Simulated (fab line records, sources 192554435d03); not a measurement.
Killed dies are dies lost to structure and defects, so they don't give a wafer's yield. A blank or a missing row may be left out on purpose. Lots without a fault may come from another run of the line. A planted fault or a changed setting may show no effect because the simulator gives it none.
Split-lot experiment | flow n5_finfet | 7 lots, 21 wafers read, on a route of 1938 steps

THE SPLIT
At N5_BEOL_M10_EXPOSE_08 (exposes mask M10), the setting dose_mj was moved away from the recipe's 53.75 on 9 of the 21 wafers read, by -5.5% to +5.9%. The other wafers ran this setting at the recipe's value.

FROM THE SPLIT TO THE READING: what the file shows between them, 15 steps
- N5_BEOL_M10_PEB_09: peb time 60 s
- N5_BEOL_M10_DEVELOP_10: develop time 30 s
- N5_BEOL_M10_CD_MEAS_11: target cd 64.1 nm
- N5_BEOL_M10_DESCUM_16: chemistry O2, time 7.9 s
- N5_BEOL_M10_ETCH_61: etches SiARC in CF4, target depth 39 nm, time 65 s
- N5_BEOL_M10_ETCH_62: etches SOC in N2/H2, target depth 110 nm, overetch 22 nm, time 165 s
- N5_BEOL_M10_STRIP_68: strips in N2/H2
- N5_BEOL_M10_STRIP_67: strips in CF4
- N5_BEOL_M10_HM_OPEN_17: chemistry Cl2/BCl3, target TiN, target depth 20 nm, overetch 6 nm
- N5_BEOL_M10_STRIP_19: strips in O2
- N5_BEOL_M10_CD_MEAS_18: pitch 140 nm, target cd 70 nm
- N5_BEOL_M10_COAT_63: time 60 s, resist thk 100 nm
- N5_BEOL_M10_COAT_64: time 60 s, resist thk 30 nm
- N5_BEOL_M10_PRECLEAN_42: cleans in residue remover, time 60 s
- N5_BEOL_M10_SRD_43: time 30 s

THE READING
cd_nm, in nm, at N5_BEOL_M10_CD_MEAS_35 (target cd 70 nm). Fault-free wafers of this fab line usually give 69.8 nm, standard deviation 0.6 nm.

wafer  | tool, chamber at the split | dose_mj as run | against the recipe | cd_nm, nm | against lot-mates on the recipe
L075.1 | arfi_scanner-02, 0         | 53.75          | recipe             | 70.2      | -
L075.2 | arfi_scanner-02, 0         | 53.75          | recipe             | 70.0      | -
L075.3 | arfi_scanner-02, 0         | 53.75          | recipe             | 70.1      | -
L074.1 | arfi_scanner-02, 0         | 55.49          | +3.2%              | 70.6      | no lot-mate on the recipe
L074.2 | arfi_scanner-02, 0         | 55.49          | +3.2%              | 70.9      | no lot-mate on the recipe
L074.5 | arfi_scanner-02, 0         | 55.49          | +3.2%              | 71.4      | no lot-mate on the recipe
L077.1 | arfi_scanner-03, 0         | 53.75          | recipe             | 69.9      | -
L077.3 | arfi_scanner-03, 0         | 53.75          | recipe             | 70.2      | -
L077.5 | arfi_scanner-03, 0         | 53.75          | recipe             | 69.4      | -
L080.1 | arfi_scanner-01, 0         | 53.75          | recipe             | 69.7      | -
L080.2 | arfi_scanner-01, 0         | 56.91          | +5.9%              | 73.3      | +3.6
L080.6 | arfi_scanner-01, 0         | 56.91          | +5.9%              | 73.3      | +3.6
L088.1 | arfi_scanner-02, 0         | 53.75          | recipe             | 70.5      | -
L088.2 | arfi_scanner-02, 0         | 56.93          | +5.9%              | 72.6      | +2.5
L088.4 | arfi_scanner-02, 0         | 53.75          | recipe             | 69.7      | -
L092.1 | arfi_scanner-02, 0         | 53.75          | recipe             | 69.3      | -
L092.2 | arfi_scanner-02, 0         | 50.77          | -5.5%              | 66.8      | -2.8
L092.3 | arfi_scanner-02, 0         | 53.75          | recipe             | 69.8      | -
L093.1 | arfi_scanner-03, 0         | 53.75          | recipe             | 70.5      | -
L093.2 | arfi_scanner-03, 0         | 51.41          | -4.4%              | 67.9      | -2.6
L093.5 | arfi_scanner-03, 0         | 51.41          | -4.4%              | 68.2      | -2.3

THE FIT
A straight line over all 21 wafers: cd_nm changes by +0.488 nm for each +1% of dose_mj; r = +0.96; the points scatter about the line by 0.44 nm.
The same after taking each lot's own level away (the mean of its wafers on the recipe; 18 wafers): +0.542 nm for each +1%; r = +0.98; scatter 0.33 nm.
On that fit, the largest move of dose_mj shifts the reading by 3.2 nm.
The lots' own levels span 69.55 to 70.50 nm, that is 1.6 times the standard deviation above.
So the lot-to-lot level changes the slope: the two fits differ.
Check: with one of the wafers moved furthest among these (+5.9%) left out of the fit, the line predicts +3.45 nm for it against its lot-mates. It came out at +2.5 nm against them.

OTHER SPLITS ON THESE WAFERS
These wafers also went through other splits before the reading. Each is held against what the fit with the lots' levels taken away leaves over:
other split on the same wafers | wafers away from the commonest value | r with cd_nm (lot level and that fit taken away)
N5_BEOL_M9_ETCH_62 time_s      | 7                                    | -0.04
N5_BEOL_M9_COAT_63 spin_rpm    | 9                                    | +0.44
N5_BEOL_M10_COAT_05 spin_rpm   | 5                                    | -0.06

THE WHOLE CHAIN: every reading that the file lists as answering this split, in the file's order
step                   | what it does                                                         | reading                                                                | change (the file's fit)               | r (the file's)
N5_BEOL_M10_CD_MEAS_11 | target cd 64.1 nm                                                    | cd_nm                                                                  | +0.56 nm for each +1% of the setting  | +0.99
N5_BEOL_M10_ETCH_61    | etches SiARC in CF4, target depth 39 nm, time 65 s                   | BEOL_M10.cd_offset_nm (the simulator's own value, which no gauge read) | +0.558 nm for each +1% of the setting | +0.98
N5_BEOL_M10_ETCH_62    | etches SOC in N2/H2, target depth 110 nm, overetch 22 nm, time 165 s | BEOL_M10.cd_offset_nm (the simulator's own value, which no gauge read) | +0.537 nm for each +1% of the setting | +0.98
N5_BEOL_M10_HM_OPEN_17 | chemistry Cl2/BCl3, target TiN, target depth 20 nm, overetch 6 nm    | BEOL_M10.cd_offset_nm (the simulator's own value, which no gauge read) | +0.526 nm for each +1% of the setting | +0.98
N5_BEOL_M10_CD_MEAS_18 | pitch 140 nm, target cd 70 nm                                        | cd_nm                                                                  | +0.523 nm for each +1% of the setting | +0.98
N5_BEOL_M10_CD_MEAS_35 | target cd 70 nm                                                      | cd_nm                                                                  | +0.517 nm for each +1% of the setting | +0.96

THE FILE'S OWN FIT
cd_nm changes by +0.517 nm for each +1% of dose_mj, r = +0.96.
